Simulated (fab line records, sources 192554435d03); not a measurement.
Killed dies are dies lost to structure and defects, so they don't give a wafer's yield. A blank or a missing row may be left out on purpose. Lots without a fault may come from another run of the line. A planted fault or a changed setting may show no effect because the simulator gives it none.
Chamber matching | flow n5_finfet | N5_BEOL_M13_VIA_ETCH_16 on rie_diel-06: 4 sister chambers
The step etches SiOC in C4F8/O2/Ar, target depth 921.7 nm. 14 wafers are shown with their chamber, then 7 later ones without.

WAFERS WITH THEIR CHAMBER
wafer  | chamber | throttle_valve_pct (%) | showerhead_plenum_p_Torr (Torr) | drypump_motor_current_A (A)
L463.3 | 0       | 24.22                  | 3.49                            | 5.85
L463.5 | 1       | 23.84                  | 3.49                            | 5.99
L463.6 | 0       | 24.22                  | 3.49                            | 5.85
L467.4 | 2       | 24.38                  | 3.53                            | 5.77
L467.5 | 3       | 24.37                  | 3.31                            | 6.16
L467.6 | 0       | 24.23                  | 3.49                            | 5.85
L468.2 | 3       | 24.37                  | 3.31                            | 6.14
L468.3 | 0       | 24.23                  | 3.49                            | 5.85
L468.6 | 1       | 23.85                  | 3.49                            | 5.96
L474.3 | 1       | 23.87                  | 3.48                            | 5.96
L474.4 | 2       | 24.41                  | 3.51                            | 5.77
L474.6 | 1       | 23.86                  | 3.48                            | 5.98
L477.4 | 1       | 23.89                  | 3.48                            | 5.97
L477.5 | 2       | 24.39                  | 3.51                            | 5.78

SIGNATURES (means of the wafers above)
reading                  | chamber 0 | chamber 1 | chamber 2 | chamber 3 | scatter within a chamber
throttle_valve_pct       | 24.2250   | 23.8620   | 24.3933   | 24.3700   | 0.0143
showerhead_plenum_p_Torr | 3.4900    | 3.4840    | 3.5167    | 3.3100    | 0.00622
drypump_motor_current_A  | 5.8500    | 5.9720    | 5.7733    | 6.1500    | 0.00973
Rule: a wafer's distance from a chamber is the root of the sum, over the readings, of the square of ((its reading less the chamber's mean) divided by the reading's scatter). The wafer belongs to the nearest chamber; if the next one is less than 2 further off, it can't be placed. The scatter: the root of (the sum of the squares of (reading less its chamber's mean) over the shown wafers, divided by (wafers less chambers)).

WAFERS WITHOUT THEIR CHAMBER
wafer  | throttle_valve_pct (%) | showerhead_plenum_p_Torr (Torr) | drypump_motor_current_A (A)
L477.6 | 24.38                  | 3.29                            | 6.16
L476.2 | 24.26                  | 3.48                            | 5.86
L476.3 | 24.40                  | 3.29                            | 6.16
L476.6 | 24.41                  | 3.51                            | 5.79
L475.2 | 24.39                  | 3.29                            | 6.13
L475.4 | 24.41                  | 3.51                            | 5.76
L475.5 | 23.88                  | 3.48                            | 5.96

WHICH CHAMBER EACH WENT THROUGH
wafer  | from the rows above | in truth
L477.6 | 3                   | 3
L476.2 | 0                   | 0
L476.3 | 3                   | 3
L476.6 | 2                   | 2
L475.2 | 3                   | 3
L475.4 | 2                   | 2
L475.5 | 1                   | 1
Placed correctly: 7 of 7. Can't be placed from these rows: 0. Placed wrongly: 0.
